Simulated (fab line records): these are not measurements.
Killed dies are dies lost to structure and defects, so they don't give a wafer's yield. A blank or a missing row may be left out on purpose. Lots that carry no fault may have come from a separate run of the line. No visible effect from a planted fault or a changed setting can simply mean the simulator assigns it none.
Which tool is to blame? || flow nand harc || 13 lots, 39 wafers sampled, at 6 steps of a route of 1302

WHAT EACH GAUGE READ, for each wafer
NHARC_A_ONON_D1_THK_MEAS_05: measures by ellipsometry. Usual: 999 nm for thk nm, sd 9.6.
{"lot": "L312", "measured": "day 7 18:01", "on": "film metro-01", "thk nm (nm)": "988 989 990", "flag": ""}
{"lot": "L313", "measured": "day 8 05:16", "on": "film metro-02", "thk nm (nm)": "989 991 989", "flag": ""}
{"lot": "L314", "measured": "day 8 10:43", "on": "film metro-02", "thk nm (nm)": "1000 1000 1000", "flag": ""}
{"lot": "L315", "measured": "day 9 00:47", "on": "film metro-01", "thk nm (nm)": "998 999 997", "flag": ""}
{"lot": "L316", "measured": "day 9 13:12", "on": "film metro-01", "thk nm (nm)": "997 1001 999", "flag": ""}
{"lot": "L317", "measured": "day 9 19:46", "on": "film metro-02", "thk nm (nm)": "984 985 986", "flag": ""}
{"lot": "L318", "measured": "day 10 12:52", "on": "film metro-01", "thk nm (nm)": "996 995 995", "flag": ""}
{"lot": "L319", "measured": "day 11 00:43", "on": "film metro-01", "thk nm (nm)": "997 998 997", "flag": ""}
{"lot": "L324", "measured": "day 12 23:26", "on": "film metro-01", "thk nm (nm)": "1018 1014 1015", "flag": ""}
{"lot": "L330", "measured": "day 15 07:55", "on": "film metro-01", "thk nm (nm)": "1012 1011 1012", "flag": ""}
{"lot": "L333", "measured": "day 16 14:10", "on": "film metro-01", "thk nm (nm)": "999 998 1000", "flag": ""}
{"lot": "L335", "measured": "day 17 06:22", "on": "film metro-02", "thk nm (nm)": "1010 1011 1012", "flag": ""}
{"lot": "L334", "measured": "day 17 06:22", "on": "film metro-01", "thk nm (nm)": "987 985 987", "flag": ""}

NHARC_A_ONON_D1_THK_MEAS_14: measures by ellipsometry. Usual: 1000 nm for thk nm, sd 9.
{"lot": "L312", "measured": "day 7 19:41", "on": "film metro-02", "thk nm (nm)": "995 996 995", "flag": ""}
{"lot": "L313", "measured": "day 8 06:57", "on": "film metro-02", "thk nm (nm)": "1005 1004 1005", "flag": ""}
{"lot": "L314", "measured": "day 8 12:25", "on": "film metro-01", "thk nm (nm)": "983 986 983", "flag": ""}
{"lot": "L315", "measured": "day 9 02:29", "on": "film metro-01", "thk nm (nm)": "1003 1004 1004", "flag": ""}
{"lot": "L316", "measured": "day 9 14:55", "on": "film metro-02", "thk nm (nm)": "990 992 990", "flag": ""}
{"lot": "L317", "measured": "day 9 21:28", "on": "film metro-01", "thk nm (nm)": "1012 1015 1014", "flag": ""}
{"lot": "L318", "measured": "day 10 14:36", "on": "film metro-01", "thk nm (nm)": "992 990 993", "flag": ""}
{"lot": "L319", "measured": "day 11 02:25", "on": "film metro-01", "thk nm (nm)": "997 996 999", "flag": ""}
{"lot": "L324", "measured": "day 13 01:08", "on": "film metro-02", "thk nm (nm)": "1537 1007 1007 1535 1005 1007", "flag": "OFF"}
{"lot": "L330", "measured": "day 15 09:37", "on": "film metro-01", "thk nm (nm)": "982 980 980", "flag": ""}
{"lot": "L333", "measured": "day 16 15:53", "on": "film metro-01", "thk nm (nm)": "1006 1006 1006", "flag": ""}
{"lot": "L335", "measured": "day 17 08:03", "on": "film metro-02", "thk nm (nm)": "1000 1001 1001", "flag": ""}
{"lot": "L334", "measured": "day 17 08:04", "on": "film metro-01", "thk nm (nm)": "1014 1014 1014", "flag": ""}

NHARC_END_SORT_01. Usual: killed at array 55, standard deviation 17; killed at other 1.1, standard deviation 1.4; killed at periphery 3.9, standard deviation 3; killed dies 59, standard deviation 17; killed open 3.5, standard deviation 2; killed short 2.6, standard deviation 1.6.
{"lot": "L313", "measured": "day 25 07:08", "on": "prober-01", "killed at array": "57 60 54", "killed at other": "0 0 0", "killed at periphery": "4 1 1", "killed dies": "61 61 55", "killed open": "5 1 1", "killed short": "5 1 2", "flag": ""}
{"lot": "L314", "measured": "day 25 15:55", "on": "prober-02", "killed at array": "79 61 67", "killed at other": "0 0 0", "killed at periphery": "3 5 1", "killed dies": "82 66 68", "killed open": "1 5 2", "killed short": "3 6 1", "flag": ""}
{"lot": "L319", "measured": "day 27 11:55", "on": "prober-01", "killed at array": "83 89 83", "killed at other": "0 0 0", "killed at periphery": "3 3 7", "killed dies": "86 92 90", "killed open": "0 5 3", "killed short": "4 1 1", "flag": ""}
{"lot": "L324", "measured": "day 29 11:46", "on": "prober-02", "killed at array": "673 65 71", "killed at other": "1 1 2", "killed at periphery": "3 6 3", "killed dies": "677 72 76", "killed open": "2 6 5", "killed short": "4 4 4", "flag": "OFF"}
{"lot": "L334", "measured": "day 33 20:57", "on": "prober-01", "killed at array": "68 58 57", "killed at other": "4 1 0", "killed at periphery": "2 5 1", "killed dies": "74 64 58", "killed open": "4 0 3", "killed short": "0 3 2", "flag": ""}

EACH LOT AND THE TOOL THAT RAN IT (in order: tool; ch and the chambers of the sampled wafers; start)
{"lot": "L312", "NHARC_A_ONON_D1_DEP_12": "pecvd onon-01 ch 0, day 7 19:14", "NHARC_A_ONON_D1_DEP_33": "pecvd-01 ch 0,2, day 8 05:57", "NHARC_A_CHANNEL_HOLE_D1_DEP_00": "acl dep-01 ch 0, day 8 07:46"}
{"lot": "L313", "NHARC_A_ONON_D1_DEP_12": "pecvd onon-02 ch 0, day 8 06:37", "NHARC_A_ONON_D1_DEP_33": "pecvd-01 ch 0,1,2, day 8 17:14", "NHARC_A_CHANNEL_HOLE_D1_DEP_00": "acl dep-03 ch 0, day 8 21:56"}
{"lot": "L314", "NHARC_A_ONON_D1_DEP_12": "pecvd onon-01 ch 0, day 8 11:58", "NHARC_A_ONON_D1_DEP_33": "pecvd-01 ch 1,2, day 8 22:53", "NHARC_A_CHANNEL_HOLE_D1_DEP_00": "acl dep-03 ch 0, day 9 08:58"}
{"lot": "L315", "NHARC_A_ONON_D1_DEP_12": "pecvd onon-01 ch 0, day 9 02:02", "NHARC_A_ONON_D1_DEP_33": "pecvd-03 ch 0,2, day 9 13:22", "NHARC_A_CHANNEL_HOLE_D1_DEP_00": "acl dep-03 ch 0, day 9 17:08"}
{"lot": "L316", "NHARC_A_ONON_D1_DEP_12": "pecvd onon-01 ch 0, day 9 14:23", "NHARC_A_ONON_D1_DEP_33": "pecvd-03 ch 0,1,2, day 10 01:04", "NHARC_A_CHANNEL_HOLE_D1_DEP_00": "acl dep-03 ch 0, day 10 01:35"}
{"lot": "L317", "NHARC_A_ONON_D1_DEP_12": "pecvd onon-04 ch 0, day 9 20:57", "NHARC_A_ONON_D1_DEP_33": "pecvd-01 ch 0,2, day 10 08:53", "NHARC_A_CHANNEL_HOLE_D1_DEP_00": "acl dep-02 ch 0, day 10 10:52"}
{"lot": "L318", "NHARC_A_ONON_D1_DEP_12": "pecvd onon-02 ch 0, day 10 14:05", "NHARC_A_ONON_D1_DEP_33": "pecvd-03 ch 0,2, day 11 00:33", "NHARC_A_CHANNEL_HOLE_D1_DEP_00": "acl dep-01 ch 0, day 11 01:06"}
{"lot": "L319", "NHARC_A_ONON_D1_DEP_12": "pecvd onon-04 ch 0, day 11 01:58", "NHARC_A_ONON_D1_DEP_33": "pecvd-03 ch 1,2, day 11 12:16", "NHARC_A_CHANNEL_HOLE_D1_DEP_00": "acl dep-01 ch 0, day 11 13:08"}
{"lot": "L324", "NHARC_A_ONON_D1_DEP_12": "pecvd onon-02 ch 0, day 13 00:44", "NHARC_A_ONON_D1_DEP_33": "pecvd-03 ch 0,1,2, day 13 11:27", "NHARC_A_CHANNEL_HOLE_D1_DEP_00": "acl dep-03 ch 0, day 13 13:15"}
{"lot": "L330", "NHARC_A_ONON_D1_DEP_12": "pecvd onon-04 ch 0, day 15 09:06", "NHARC_A_ONON_D1_DEP_33": "pecvd-03 ch 1,2, day 15 19:46", "NHARC_A_CHANNEL_HOLE_D1_DEP_00": "acl dep-02 ch 0, day 15 22:45"}
{"lot": "L333", "NHARC_A_ONON_D1_DEP_12": "pecvd onon-01 ch 0, day 16 15:22", "NHARC_A_ONON_D1_DEP_33": "pecvd-01 ch 0,1,2, day 17 02:02", "NHARC_A_CHANNEL_HOLE_D1_DEP_00": "acl dep-01 ch 0, day 17 02:32"}
{"lot": "L335", "NHARC_A_ONON_D1_DEP_12": "pecvd onon-02 ch 0, day 17 07:32", "NHARC_A_ONON_D1_DEP_33": "pecvd-02 ch 0,2, day 17 18:26", "NHARC_A_CHANNEL_HOLE_D1_DEP_00": "acl dep-02 ch 0, day 17 20:39"}
{"lot": "L334", "NHARC_A_ONON_D1_DEP_12": "pecvd onon-01 ch 0, day 17 07:37", "NHARC_A_ONON_D1_DEP_33": "pecvd-03 ch 1,2, day 17 18:26", "NHARC_A_CHANNEL_HOLE_D1_DEP_00": "acl dep-03 ch 0, day 17 20:29"}
- NHARC_A_ONON_D1_DEP_12: target thk 1000 nm.
- NHARC_A_ONON_D1_DEP_33: deposits SiO2, target thk 200 nm.
- NHARC_A_CHANNEL_HOLE_D1_DEP_00: deposits aC, target thk 3100 nm.

AS READ BY THE TOOLS THEMSELVES (means over the sampled wafers that have a number; for cases with no such wafer, the mark the record gives instead)
NHARC_A_ONON_D1_DEP_12. Usual: 500.1 sccm for nh3 flow sccm, sd 1.6.
{"lot": "L312", "tool": "pecvd onon-01", "nh3 flow sccm (sccm)": 500.0, "flag": ""}
{"lot": "L313", "tool": "pecvd onon-02", "nh3 flow sccm (sccm)": 502.6, "flag": ""}
{"lot": "L314", "tool": "pecvd onon-01", "nh3 flow sccm (sccm)": 499.6, "flag": ""}
{"lot": "L315", "tool": "pecvd onon-01", "nh3 flow sccm (sccm)": 499.5, "flag": ""}
{"lot": "L316", "tool": "pecvd onon-01", "nh3 flow sccm (sccm)": 501.1, "flag": ""}
{"lot": "L317", "tool": "pecvd onon-04", "nh3 flow sccm (sccm)": 499.0, "flag": ""}
{"lot": "L318", "tool": "pecvd onon-02", "nh3 flow sccm (sccm)": 500.1, "flag": ""}
{"lot": "L319", "tool": "pecvd onon-04", "nh3 flow sccm (sccm)": 502.2, "flag": ""}
{"lot": "L324", "tool": "pecvd onon-02", "nh3 flow sccm (sccm)": 502.5, "flag": ""}
{"lot": "L330", "tool": "pecvd onon-04", "nh3 flow sccm (sccm)": 498.5, "flag": ""}
{"lot": "L333", "tool": "pecvd onon-01", "nh3 flow sccm (sccm)": 498.2, "flag": ""}
{"lot": "L335", "tool": "pecvd onon-02", "nh3 flow sccm (sccm)": 498.8, "flag": ""}
{"lot": "L334", "tool": "pecvd onon-01", "nh3 flow sccm (sccm)": 502.1, "flag": ""}

NHARC_A_ONON_D1_DEP_33. Usual: heater power w 568 W, standard deviation 98; throttle valve pct 15.8 %, standard deviation 0.44.
{"lot": "L312", "tool": "pecvd-01", "heater power w (W)": 657, "throttle valve pct (%)": 16.0, "flag": ""}
{"lot": "L313", "tool": "pecvd-01", "heater power w (W)": 627, "throttle valve pct (%)": 15.6, "flag": ""}
{"lot": "L314", "tool": "pecvd-01", "heater power w (W)": 596, "throttle valve pct (%)": 15.4, "flag": ""}
{"lot": "L315", "tool": "pecvd-03", "heater power w (W)": 542, "throttle valve pct (%)": 15.7, "flag": ""}
{"lot": "L316", "tool": "pecvd-03", "heater power w (W)": 473, "throttle valve pct (%)": 15.7, "flag": ""}
{"lot": "L317", "tool": "pecvd-01", "heater power w (W)": 621, "throttle valve pct (%)": 16.0, "flag": ""}
{"lot": "L318", "tool": "pecvd-03", "heater power w (W)": 585, "throttle valve pct (%)": 15.6, "flag": ""}
{"lot": "L319", "tool": "pecvd-03", "heater power w (W)": 483, "throttle valve pct (%)": 16.0, "flag": ""}
{"lot": "L324", "tool": "pecvd-03", "heater power w (W)": 471, "throttle valve pct (%)": 15.9, "flag": ""}
{"lot": "L330", "tool": "pecvd-03", "heater power w (W)": 483, "throttle valve pct (%)": 16.0, "flag": ""}
{"lot": "L333", "tool": "pecvd-01", "heater power w (W)": 627, "throttle valve pct (%)": 16.0, "flag": ""}
{"lot": "L335", "tool": "pecvd-02", "heater power w (W)": 548, "throttle valve pct (%)": 15.9, "flag": ""}
{"lot": "L334", "tool": "pecvd-03", "heater power w (W)": 515, "throttle valve pct (%)": 15.6, "flag": ""}

NHARC_A_CHANNEL_HOLE_D1_DEP_00. Usual: 35.000 % for throttle valve pct, sd 0.0095.
{"lot": "L312", "tool": "acl dep-01", "throttle valve pct (%)": 34.997, "flag": ""}
{"lot": "L313", "tool": "acl dep-03", "throttle valve pct (%)": 34.994, "flag": ""}
{"lot": "L314", "tool": "acl dep-03", "throttle valve pct (%)": 34.995, "flag": ""}
{"lot": "L315", "tool": "acl dep-03", "throttle valve pct (%)": 35.000, "flag": ""}
{"lot": "L316", "tool": "acl dep-03", "throttle valve pct (%)": 35.007, "flag": ""}
{"lot": "L317", "tool": "acl dep-02", "throttle valve pct (%)": 34.996, "flag": ""}
{"lot": "L318", "tool": "acl dep-01", "throttle valve pct (%)": 34.997, "flag": ""}
{"lot": "L319", "tool": "acl dep-01", "throttle valve pct (%)": 34.981, "flag": ""}
{"lot": "L324", "tool": "acl dep-03", "throttle valve pct (%)": 35.008, "flag": ""}
{"lot": "L330", "tool": "acl dep-02", "throttle valve pct (%)": 34.994, "flag": ""}
{"lot": "L333", "tool": "acl dep-01", "throttle valve pct (%)": 35.001, "flag": ""}
{"lot": "L335", "tool": "acl dep-02", "throttle valve pct (%)": 35.002, "flag": ""}
{"lot": "L334", "tool": "acl dep-03", "throttle valve pct (%)": 35.008, "flag": ""}

THE ANSWER, worked out from the rows above alone
Rule: a lot is off if the mean of its wafers that have a number lies more than 3 standard deviations from the usual mean. A lot without any number at a reading at which 4 lots or more have one is off too. Where the step has rows for the other lots, those lots are counted as sound. First the gauges in route order, then the tools' own readings, where a lot's mean is used as printed above. At the first step where some lot is off, the reading lying furthest off is the one used; lots without a number count as furthest.
Off: L324, at NHARC_A_ONON_D1_THK_MEAS_14 (thk nm).
If a tool, at a process step before that reading, ran all the lots that are off and no sound lot after the first of them, it fits. Not tried: the gauges at NHARC_A_ONON_D1_THK_MEAS_14; whatever is off there is also off at NHARC_END_SORT_01, on other tools, and gauge error can't account for it. No candidate that was tried fits.

WHAT THE SIMULATOR HAD PUT IN
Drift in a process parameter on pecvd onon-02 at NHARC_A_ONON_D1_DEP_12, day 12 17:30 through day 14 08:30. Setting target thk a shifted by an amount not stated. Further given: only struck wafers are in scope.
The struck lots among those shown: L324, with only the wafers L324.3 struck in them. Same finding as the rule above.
